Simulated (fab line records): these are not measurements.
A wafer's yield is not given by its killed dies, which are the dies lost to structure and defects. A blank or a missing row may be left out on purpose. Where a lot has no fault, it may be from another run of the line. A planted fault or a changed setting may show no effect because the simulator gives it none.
fab line records -- flow nandHarc
record lots=5, wafers=15, lastDay=32
route steps=1302 shown A_CHANNEL_FILL_D2@612 A_STAIRCASE@639 END@1301
lots that met no fault: taken from a fault-free run of the same line
startH: hours from the record's opening day to when the first of the lot's shown wafers began -- waitH: time in hours since the lot's previous step -- " unchanged from the row above -- L1.1+2: one row covering several wafers at once -- - no value, or no start was given -- * or withheld: withheld -- < > ~ a bound
route shown NAME@n: names a module that has steps shown in the file, with the first one's number in the route -- usual: mean/standard deviation of fault-free wafers -- same: alike in all rows -- chamber/n: place in a boat -- sites: the reading at each site -- _std_site: the values' standard deviation -- _edge_site: mean of outer sites minus mean of inner sites -- radiusMm: for every site, how far away it sits from the centre of the wafer -- mask NAME#n: copy n -- behind: tool/chamber where the wafer was last shaped -- hold: reason for holding the lot/hours on hold/outcome of the hold -- device: which transistor (n, p or np) failed to switch -- end of line: tests of these same wafers at the route's end -- for a step that has no rows: nothing shown but its recipe -- killed: not the wafer's yield, but the dies lost to structure and defects at the first sort -- map: a wafer's dies, marking killed ones x, the rest . and places with no die _
set.NAME: the setting as run; set.NAME@STEP: as run at that earlier step -- model.NAME: the simulator's own value behind a step, which no gauge read
certain route steps with their lots: each step a table, each wafer a row
services: the hour from which a tool's chamber was out of use, counted from the record's first day as startH (under 0 if before that day), plus the number of hours and why
## steps
# step NHARC_A_CHANNEL_FILL_D2_ALD_02
# recipe targetThkA=60, pulseTimeS=10, aldCycles=60, tempC=300, material=SiO2
# step NHARC_A_CHANNEL_FILL_D2_ALD_03
# recipe targetThkA=60, pulseTimeS=60, aldCycles=58, tempC=630, pressureTorr=2, material=SiNx
# step NHARC_A_CHANNEL_FILL_D2_ALD_14
# recipe targetThkA=25, pulseTimeS=10, aldCycles=25, tempC=300, material=SiO2
# step NHARC_A_CHANNEL_FILL_D2_ALD_15
# recipe targetThkA=20, pulseTimeS=60, aldCycles=19, tempC=630, pressureTorr=2, material=SiNx
# step NHARC_A_CHANNEL_FILL_D2_ALD_16
# recipe targetThkA=15, pulseTimeS=10, aldCycles=15, tempC=300, material=SiO2
# step NHARC_A_CHANNEL_FILL_D2_ANNEAL_17
# recipe tempC=850, timeS=1800
# step NHARC_A_CHANNEL_FILL_D2_CVD_18
# recipe targetThkA=30, tempC=550, material=poly-Si
# step NHARC_A_CHANNEL_FILL_D2_ETCHBACK_19
# recipe targetDepthA=50, timeS=1.7, hbrFlowSccm=150, cl2FlowSccm=50, rfW=400, icpW=400, biasW=100, chemistry=HBr/Cl2
# step NHARC_A_CHANNEL_FILL_D2_ETCHBACK_20
# recipe targetDepthA=270, timeS=13.5, c4f8FlowSccm=withheld, o2FlowSccm=8, arFlowSccm=withheld, rfW=600, biasW=1500, chemistry=C4F8/O2/Ar
# usual chamberPressureMTorr=25.001/0.022, oesProductAu=0.983/0.024, rfVppV=978/6.6
# same timeS=13.5
lot.wafer,tool,chamber,startH,waitH,chamberPressureMTorr,oesProductAu,rfHoursCounterH,rfVppV
L663.1,rieDiel-04,1,392.57,-,24.979,0.966,1,972
L663.2,rieDiel-04,2,392.57,-,25.006,0.985,1,988
L663.3,rieDiel-04,3,392.57,-,25.023,0.971,1,977
L664.4,rieDiel-04,2,407.22,-,24.961,0.997,2,987
L664.3,rieDiel-04,0,407.22,-,25.004,0.994,2,983
L664.6,rieDiel-04,1,407.22,-,25.000,0.993,-,972
L667.4,rieDiel-01,2,431.38,-,25.003,0.989,1,982
L667.2,rieDiel-01,0,431.38,-,25.010,1.002,1,989
L667.6,rieDiel-01,3,431.38,-,24.991,0.984,-,976
L670.1,rieDiel-04,2,468.42,-,25.045,1.001,3,990
L670.2,rieDiel-04,0,468.42,-,24.993,0.999,3,982
L670.5,rieDiel-04,2,468.42,-,24.971,0.986,-,988
L679.1,rieDiel-04,1,545.15,-,24.993,1.004,0,971
L679.2,rieDiel-04,2,545.15,-,24.969,0.998,0,989
L679.5,rieDiel-04,0,545.15,-,25.031,0.984,-,982
# step NHARC_A_CHANNEL_FILL_D2_STRIP_28
# recipe timeS=20, o2FlowSccm=500, arFlowSccm=0, biasW=0, chemistry=O2
# step NHARC_A_CHANNEL_FILL_D2_PRECLEAN_21
# recipe timeS=30, chemistry=dHF
# step NHARC_A_CHANNEL_FILL_D2_SRD_23
# step NHARC_A_CHANNEL_FILL_D2_CVD_05
# recipe targetThkA=50, tempC=550, material=poly-Si
lot.wafer,tool,chamber,startH,waitH
L663.1+2+3,lpcvdPoly-04,0,395.85,3.1
L664.3+4+6,lpcvdPoly-04,0,410.32,2.9
L667.2+4+6,lpcvdPoly-01,0,435.26,3.7
L670.1+2+5,lpcvdPoly-04,0,471.05,2.4
L679.1+2+5,lpcvdPoly-01,0,547.62,2.3
# step NHARC_A_CHANNEL_FILL_D2_ANNEAL_22
# recipe tempC=620, timeS=7200
# step NHARC_A_CHANNEL_FILL_D2_THK_MEAS_06
# recipe thkMeasGauge=ellipsometry
# usual thkNm=4.9/0.9
lot.wafer,tool,chamber,startH,waitH,thkNm
L663.1,filmMetro-02,-,406.57,0.4,6.7
L663.2,filmMetro-02,-,406.57,0.4,5.8
L663.3,filmMetro-02,-,406.57,0.4,4.7
L664.3,filmMetro-01,-,419.72,0.4,5.5
L664.4,filmMetro-01,-,419.72,0.4,4.6
L664.6,filmMetro-01,-,419.72,0.4,6.1
L667.2,filmMetro-01,-,444.57,0.4,6.2
L667.4,filmMetro-01,-,444.57,0.4,4.4
L667.6,filmMetro-01,-,444.57,0.4,5.2
L670.1,filmMetro-01,-,481.59,0.4,3.5
L670.2,filmMetro-01,-,481.59,0.4,5.3
L670.5,filmMetro-01,-,481.59,0.4,3.7
L679.1,filmMetro-02,-,556.86,0.4,5.7
L679.2,filmMetro-02,-,556.86,0.4,8.0
L679.5,filmMetro-02,-,556.86,0.4,8.0
# step NHARC_A_CHANNEL_FILL_D2_ALD_25
# recipe targetThkA=600, pulseTimeS=10, aldCycles=600, tempC=300, material=SiOx
# step NHARC_A_CHANNEL_FILL_D2_ETCHBACK_08
# recipe targetDepthA=2200, timeS=110, c4f8FlowSccm=20, arFlowSccm=withheld, rfW=600, biasW=300, chemistry=C4F8
# step NHARC_A_CHANNEL_FILL_D2_STRIP_29
# recipe timeS=20, o2FlowSccm=500, arFlowSccm=0, biasW=0, chemistry=O2
# step NHARC_A_CHANNEL_FILL_D2_PRECLEAN_30
# recipe timeS=30, chemistry=dHF
# step NHARC_A_CHANNEL_FILL_D2_SRD_31
# step NHARC_A_CHANNEL_FILL_D2_CVD_09
# recipe targetThkA=1500, tempC=620, pressureMtorr=200, timeS=3000, material=poly-Si
# step NHARC_A_CHANNEL_FILL_D2_CMP_10
# recipe targetThkNm=150
# step NHARC_A_CHANNEL_FILL_D2_SRD_12
# step NHARC_A_CHANNEL_FILL_D2_RTA_24
# recipe tempC=1000, timeS=5
# usual lampPowerPct=28.3/0.45, wafer_temp_C_max=1005.7/1.8
# same timeS=5
lot.wafer,tool,chamber,startH,waitH,lampPowerPct,wafer_temp_C_max
L663.1,rtpAnneal-01,0,418.52,0.0,27.8,1008.5
L663.2,rtpAnneal-01,0,418.52,0.0,27.8,1007.5
L663.3,rtpAnneal-01,0,418.52,0.0,27.8,1007.9
L664.3,rtpAnneal-02,0,431.79,0.3,28.7,1003.9
L664.4,rtpAnneal-02,0,431.79,0.3,28.7,1004.2
L664.6,rtpAnneal-02,0,431.79,0.3,28.7,1004.7
L667.2,rtpAnneal-01,0,456.47,0.1,27.8,1005.9
L667.4,rtpAnneal-01,0,456.47,0.1,27.8,1008.1
L667.6,rtpAnneal-01,0,456.47,0.1,27.9,1008.0
L670.1,rtpAnneal-02,0,493.47,0.0,28.8,1004.6
L670.2,rtpAnneal-02,0,493.47,0.0,28.7,1004.7
L670.5,rtpAnneal-02,0,493.47,0.0,28.7,1004.4
L679.1,rtpAnneal-01,0,568.76,0.0,27.8,1005.2
L679.2,rtpAnneal-01,0,568.76,0.0,27.8,1007.8
L679.5,rtpAnneal-01,0,568.76,0.0,27.9,1006.2
# step NHARC_A_CHANNEL_FILL_D2_INSPECT_13
# usual rawDefectCount=356/100
lot.wafer,tool,chamber,startH,waitH,rawDefectCount
L663.1,defectInspect-01,-,418.72,0.2,424
L663.2,defectInspect-01,-,418.72,0.2,616
L663.3,defectInspect-01,-,418.72,0.2,515
L664.3,defectInspect-02,-,431.93,0.1,284
L664.4,defectInspect-02,-,431.93,0.1,378
L664.6,defectInspect-02,-,431.93,0.1,259
L667.2,defectInspect-01,-,456.65,0.1,398
L667.4,defectInspect-01,-,456.65,0.1,412
L667.6,defectInspect-01,-,456.65,0.1,396
L670.1,defectInspect-02,-,493.67,0.2,309
L670.2,defectInspect-02,-,493.67,0.2,516
L670.5,defectInspect-02,-,493.67,0.2,239
L679.1,defectInspect-01,-,568.96,0.2,191
L679.2,defectInspect-01,-,568.96,0.2,176
L679.5,defectInspect-01,-,568.96,0.2,320
# step NHARC_A_STAIRCASE_DEP_156
# recipe targetThkA=500, tempC=400, targetThkNm=50, flowSccm=200, rfW=450, material=SiNx
# usual heaterPowerOuterW=448/71, heaterPowerW=743/92
lot.wafer,tool,chamber,startH,waitH,heaterPowerOuterW,heaterPowerW
L663.3,pecvd-01,2,418.95,0.2,434,806
L663.2,pecvd-01,0,418.95,0.2,412,726
L663.1,pecvd-01,1,418.95,0.2,363,617
L664.3,pecvd-02,0,432.03,0.1,387,651
L664.6,pecvd-02,2,432.03,0.1,484,765
L664.4,pecvd-02,0,432.03,0.1,392,665
L667.2,pecvd-02,0,456.71,0.1,324,586
L667.6,pecvd-02,0,456.71,0.1,333,592
L667.4,pecvd-02,2,456.71,0.1,514,798
L670.1,pecvd-02,1,493.76,0.1,475,761
L670.2,pecvd-02,2,493.76,0.1,559,830
L670.5,pecvd-02,1,493.76,0.1,463,735
L679.2,pecvd-01,1,569.03,0.1,336,576
L679.1,pecvd-01,2,569.03,0.1,427,806
L679.5,pecvd-01,2,569.03,0.1,437,778
# step NHARC_A_STAIRCASE_DEHYDRATE_158
# recipe tempC=150, timeS=120
# step NHARC_A_STAIRCASE_HMDS_159
# recipe timeS=30
# step NHARC_A_STAIRCASE_COAT_160
# recipe spinRpm=1200
# step NHARC_A_STAIRCASE_SOFTBAKE_161
# recipe tempC=135, timeS=170
# step NHARC_A_STAIRCASE_EBR_162
# step NHARC_A_STAIRCASE_EXPOSE_163
# recipe na=0.5, doseMj=20.01, maskId=STAIR_OPEN
# step NHARC_A_STAIRCASE_PEB_164
# recipe pebTempC=115, pebTimeS=130
# step NHARC_A_STAIRCASE_DEVELOP_165
# recipe timeS=140
# step NHARC_A_STAIRCASE_HARDBAKE_167
# recipe tempC=120, timeS=140
# step NHARC_A_STAIRCASE_DESCUM_168
# recipe timeS=3, o2FlowSccm=200, arFlowSccm=0, biasPowerW=0, chemistry=O2
# step NHARC_A_STAIRCASE_ETCH_169
# recipe targetDepthA=500, timeS=107.1, ionEnergyEv=120, ch3fFlowSccm=50, o2FlowSccm=30, arFlowSccm=200, rfW=500, biasW=100, chemistry=CH3F/O2
# step NHARC_A_STAIRCASE_ETCH_170
# recipe targetDepthA=2000, timeS=66.667, ionEnergyEv=250, c4f6FlowSccm=25, o2FlowSccm=20, arFlowSccm=500, rfW=600, biasW=500, chemistry=C4F6/O2
# usual chamberPressureMTorr=30.003/0.026, drypumpMotorCurrentA=5.7/0.53, oesProductAu=0.976/0.012, rfVppV=546/3.2, showerheadPlenumPTorr=3.90/0.15, throttleValvePct=26.903/0.0087
# same timeS=66.667
lot.wafer,tool,chamber,startH,waitH,chamberPressureMTorr,drypumpMotorCurrentA,oesProductAu,rfHoursCounterH,rfVppV,showerheadPlenumPTorr,throttleValvePct
L663.3,rieDiel-05,2,-,-,29.980,5.1,0.975,0,544,3.81,26.900
L663.1,rieDiel-05,3,-,-,29.971,5.3,0.964,0,547,3.90,26.912
L663.2,rieDiel-05,1,-,-,29.947,5.5,0.974,0,543,3.78,26.904
L664.4,rieDiel-08,3,-,-,29.991,6.5,0.978,20,548,3.98,26.898
L664.3,rieDiel-08,1,-,-,29.994,6.6,0.959,16,543,3.71,26.909
L664.6,rieDiel-08,0,-,-,29.996,5.3,0.986,-,548,3.98,26.903
L667.2,rieDiel-08,2,-,-,29.992,5.6,0.983,25,553,4.21,26.893
L667.4,rieDiel-08,3,-,-,30.002,6.5,0.980,27,546,3.98,26.904
L667.6,rieDiel-08,0,-,-,30.043,5.3,0.970,-,546,3.97,26.911
L670.2,rieDiel-13,3,-,-,30.014,5.2,0.979,49,544,3.76,26.901
L670.1,rieDiel-13,0,-,-,29.990,6.4,0.979,45,544,3.80,26.898
L670.5,rieDiel-13,3,-,-,29.985,5.3,0.975,-,543,3.76,26.904
L679.1,rieDiel-08,1,-,-,30.020,6.6,0.958,4,542,3.68,26.902
L679.2,rieDiel-08,2,-,-,29.969,5.6,0.962,6,552,4.19,26.911
L679.5,rieDiel-08,1,-,-,30.049,6.6,0.956,-,542,3.68,26.898
# step NHARC_A_STAIRCASE_STRIP_171
# recipe powerW=1500, tempC=250, chemistry=O2
# usual drypumpMotorCurrentA=5.78/0.17, heaterPowerW=361/34
lot.wafer,tool,chamber,startH,waitH,drypumpMotorCurrentA,heaterPowerW,rfHoursCounterH
L663.1,plasmaAsher-01,1,420.33,-,6.06,404,11
L663.2,plasmaAsher-01,0,420.33,-,5.78,327,11
L663.3,plasmaAsher-01,0,420.33,-,5.77,325,-
L664.3,plasmaAsher-01,1,433.26,-,6.03,406,-
L664.4,plasmaAsher-01,0,433.26,-,5.77,331,-
L664.6,plasmaAsher-01,0,433.26,-,5.76,334,-
L667.2,plasmaAsher-01,1,458.05,-,6.05,407,21
L667.4,plasmaAsher-01,0,458.05,-,5.74,337,-
L667.6,plasmaAsher-01,0,458.05,-,5.75,335,-
L670.1,plasmaAsher-02,0,495.03,-,5.73,321,12
L670.2,plasmaAsher-02,1,495.03,-,5.58,375,12
L670.5,plasmaAsher-02,0,495.03,-,5.71,313,-
L679.1,plasmaAsher-02,0,570.49,-,5.72,336,29
L679.2,plasmaAsher-02,1,570.49,-,5.57,372,29
L679.5,plasmaAsher-02,1,570.49,-,5.60,381,-
# step NHARC_END_WLT_00
# usual VT_DECK1_BOTTOM=0.867/0.0081, VT_DECK1_BOTTOM_INNER=0.868/0.008, VT_DECK1_MEDIAN_NEAR_BOTTOM=0.868/0.0083, VT_DECK1_MEDIAN_NEAR_BOTTOM_INNER=0.868/0.0082, VT_DECK1_MIDDLE=0.879/0.0077, VT_DECK1_MIDDLE_INNER=0.881/0.0077, VT_DECK1_TOP=0.891/0.008, VT_DECK1_TOP_INNER=0.891/0.0079, VT_DECK2_BOTTOM=0.870/0.0072, VT_DECK2_BOTTOM_INNER=0.870/0.0071, VT_DECK2_MEDIAN_NEAR_BOTTOM=0.871/0.0079, VT_DECK2_MEDIAN_NEAR_BOTTOM_INNER=0.872/0.0073, VT_DECK2_MIDDLE=0.883/0.0071, VT_DECK2_MIDDLE_INNER=0.883/0.0077, VT_DECK2_TOP=0.896/0.0077, VT_DECK2_TOP_INNER=0.894/0.0074
lot.wafer,tool,chamber,startH,waitH,VT_DECK1_BOTTOM,VT_DECK1_BOTTOM_INNER,VT_DECK1_MEDIAN_NEAR_BOTTOM,VT_DECK1_MEDIAN_NEAR_BOTTOM_INNER,VT_DECK1_MIDDLE,VT_DECK1_MIDDLE_INNER,VT_DECK1_TOP,VT_DECK1_TOP_INNER,VT_DECK2_BOTTOM,VT_DECK2_BOTTOM_INNER,VT_DECK2_MEDIAN_NEAR_BOTTOM,VT_DECK2_MEDIAN_NEAR_BOTTOM_INNER,VT_DECK2_MIDDLE,VT_DECK2_MIDDLE_INNER,VT_DECK2_TOP,VT_DECK2_TOP_INNER
L663.1,prober-01,-,624.30,0.0,0.856,0.852,0.860,0.848,0.868,0.866,0.882,0.885,0.869,0.863,0.866,0.867,0.878,0.887,0.887,0.886
L663.2,prober-01,-,624.30,0.0,0.852,0.854,0.851,0.856,0.868,0.869,0.878,0.879,0.877,0.871,0.873,0.869,0.878,0.886,0.880,0.899
L663.3,prober-01,-,624.30,0.0,0.863,0.856,0.854,0.855,0.865,0.879,0.881,0.885,0.863,0.859,0.873,0.877,0.880,0.879,0.896,0.898
L664.3,prober-01,-,655.57,1.0,0.853,0.853,0.850,0.848,0.867,0.869,0.882,0.882,0.864,0.867,0.868,0.868,0.874,0.887,0.884,0.881
L664.4,prober-01,-,655.57,1.0,0.853,0.857,0.859,0.852,0.872,0.870,0.877,0.885,0.855,0.858,0.859,0.859,0.875,0.871,0.892,0.883
L664.6,prober-01,-,655.57,1.0,0.856,0.857,0.855,0.857,0.865,0.863,0.880,0.877,0.861,0.864,0.867,0.863,0.877,0.879,0.887,0.890
L667.2,prober-01,-,670.61,8.6,0.870,0.863,0.865,0.863,0.869,0.876,0.884,0.884,0.875,0.874,0.872,0.878,0.877,0.883,0.902,0.894
L667.4,prober-01,-,671.62,9.6,0.863,0.854,0.862,0.857,0.869,0.883,0.881,0.874,0.867,0.877,0.882,0.867,0.887,0.882,0.896,0.894
L667.6,prober-01,-,672.63,10.6,0.861,0.861,0.860,0.866,0.874,0.884,0.884,0.886,0.875,0.870,0.874,0.881,0.877,0.890,0.897,0.897
L670.1,prober-01,-,701.55,0.0,0.881,0.880,0.878,0.881,0.886,0.883,0.904,0.900,0.858,0.868,0.865,0.869,0.875,0.875,0.895,0.887
L670.2,prober-01,-,701.55,0.0,0.877,0.877,0.879,0.871,0.882,0.882,0.904,0.894,0.870,0.873,0.868,0.866,0.883,0.878,0.897,0.891
L670.5,prober-01,-,703.55,2.0,0.877,0.869,0.873,0.880,0.881,0.891,0.902,0.898,0.863,0.874,0.864,0.861,0.873,0.875,0.887,0.892
L679.1,prober-01,-,772.84,0.0,0.882,0.874,0.870,0.877,0.887,0.882,0.904,0.899,0.962,0.955,0.959,0.959,0.982,0.975,1.001,0.994
L679.2,prober-01,-,772.84,0.0,0.867,0.876,0.870,0.873,0.886,0.882,0.898,0.898,0.956,0.954,0.963,0.965,0.974,0.973,0.998,0.997
L679.5,prober-01,-,774.84,2.0,0.873,0.868,0.878,0.878,0.883,0.889,0.895,0.898,0.962,0.954,0.955,0.955,0.985,0.985,0.995,0.998
# step NHARC_END_SORT_01
# recipe tempC=25
# usual killedAtArray=57/24, killedAtOther=0.7/0.94, killedAtPeriphery=3.8/2.5, killedDies=62/23, killedOpen=3.1/1.8, killedShort=2.5/1.6
# same grossDies=677
lot.wafer,tool,chamber,startH,waitH,killedAtArray,killedAtOther,killedAtPeriphery,killedDies,killedOpen,killedShort
L663.1,prober-01,0,627.33,2.5,100,0,6,106,3,3
L663.2,prober-01,0,628.14,2.8,118,0,5,123,0,2
L663.3,prober-01,0,628.94,3.1,106,0,2,108,0,3
L667.2,prober-01,0,673.93,2.8,63,0,3,66,2,4
L667.4,prober-01,0,675.52,3.4,58,0,4,62,4,2
L667.6,prober-01,0,677.10,4.0,68,0,2,70,4,3
# killed by level:class
L663.1 A_CHANNEL_HOLE_D1:chamberFilmFlake=36 A_CHANNEL_HOLE_D2:chamberFilmFlake=26 A_SLIT:chamberFilmFlake=25 A_BLC:chamberFilmFlake=6 P_CONTACT:chamberFilmFlake=2 P_STI:geometricParticle:short=1 P_CONTACT:geometricParticle:open=1 A_SOURCE_PLATE:geometricParticle:short=1
L663.2 A_CHANNEL_HOLE_D2:chamberFilmFlake=41 A_SLIT:chamberFilmFlake=36 A_CHANNEL_HOLE_D1:chamberFilmFlake=34 P_CONTACT:chamberFilmFlake=4 A_BLC:chamberFilmFlake=2 A_CHANNEL_FILL_D2:geometricParticle:short=1 A_WL_FILL:geometricParticle:short=1 P_ZERO_WELL:chamberFilmFlake=1
L663.3 A_CHANNEL_HOLE_D2:chamberFilmFlake=34 A_SLIT:chamberFilmFlake=32 A_CHANNEL_HOLE_D1:chamberFilmFlake=31 A_WL_FILL:geometricParticle:short=3 P_ZERO_WELL:chamberFilmFlake=1 P_CONTACT:chamberFilmFlake=1 A_DECK1_JOINT:chamberFilmFlake=1 A_STAIRCASE:chamberFilmFlake=1
L667.2 A_CHANNEL_HOLE_D1:chamberFilmFlake=26 A_CHANNEL_HOLE_D2:chamberFilmFlake=21 A_CONTACT:chamberFilmFlake=7 A_STAIRCASE:chamberFilmFlake=3 P_GATE:geometricParticle:short=1 A_CHANNEL_FILL_D1:geometricParticle:short=1 A_ONON_D2:geometricParticle:open=1 A_CHANNEL_FILL_D2:geometricParticle:open=1
L667.4 A_CHANNEL_HOLE_D1:chamberFilmFlake=31 A_CHANNEL_HOLE_D2:chamberFilmFlake=17 A_CONTACT:chamberFilmFlake=4 P_CONTACT:geometricParticle:open=2 P_GATE:chamberFilmFlake=2 A_CHANNEL_FILL_D1:geometricParticle:short=1 A_DECK1_JOINT:geometricParticle:open=1 A_CHANNEL_FILL_D2:geometricParticle:short=1
L667.6 A_CHANNEL_HOLE_D1:chamberFilmFlake=33 A_CHANNEL_HOLE_D2:chamberFilmFlake=19 A_SLIT:chamberFilmFlake=4 A_CONTACT:chamberFilmFlake=4 P_GATE:geometricParticle:open=1 A_CHANNEL_FILL_D1:geometricParticle:short=1 A_CHANNEL_FILL_D1:geometricParticle:open=1 A_ONON_D2:geometricParticle:short=1
## services
tool,chamber,startH,hours,kind
rtpAnneal-01,-,372.14,12.0,pm
plasmaAsher-01,-,379.02,0.7,repair
rieDiel-01,-,380.95,9.0,pm
rieDiel-04,0,388.45,-,clean
rieDiel-04,1,388.45,-,clean
rieDiel-05,-,392.48,0.6,repair
rieDiel-05,-,404.84,0.2,repair
rieDiel-05,-,406.60,9.0,pm
pecvd-02,-,408.44,13.0,pm
plasmaAsher-02,-,427.07,9.0,pm
rieDiel-13,-,440.58,1.6,repair
rieDiel-01,3,446.35,7.4,repair
rieDiel-13,0,459.08,2.6,repair
pecvd-01,-,492.30,13.0,pm
rieDiel-04,2,507.63,9.1,repair
rieDiel-04,1,513.80,6.0,repair
plasmaAsher-01,-,519.58,9.0,pm
rieDiel-13,-,520.02,9.0,pm
rieDiel-04,0,523.55,6.1,repair
pecvd-02,2,523.95,18.8,repair
rieDiel-04,-,531.95,9.0,pm
rieDiel-08,-,544.82,9.0,pm
rieDiel-01,-,557.95,9.0,pm
lpcvdPoly-01,-,569.00,26.0,pm
## key
firstSign step=NHARC_A_CHANNEL_FILL_D2_THK_MEAS_06, reading=thkNm, direction=up, sigmas=2.7, usual=4.9, struck=7.3
effect step=NHARC_END_WLT_00, reading=VT_DECK2_TOP_INNER, direction=up, sigmas=14, usual=0.894, struck=0.996
metAt NHARC_A_CHANNEL_FILL_D2_CVD_05
struckWafers L679.1,L679.2,L679.5
testerLeftOut L679
onsetBetween 435.26 547.62
alsoFits time
fault kind=processParameterDrift, tool=lpcvdPoly-01, chamber=-, onsetH=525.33, steps=NHARC_A_CHANNEL_FILL_D2_CVD_05, channel=targetThkA, offset=*, shape=step, endH=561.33, actsIn=*, stated=*
# testerLeftOut: of these lots the tester's yield and bins aren't shown, on N5 and GAA mostly nor the transistor test; their killed dies are dies lost to structure and defects alone, not to doping, threshold or leakage, so they don't give the yield
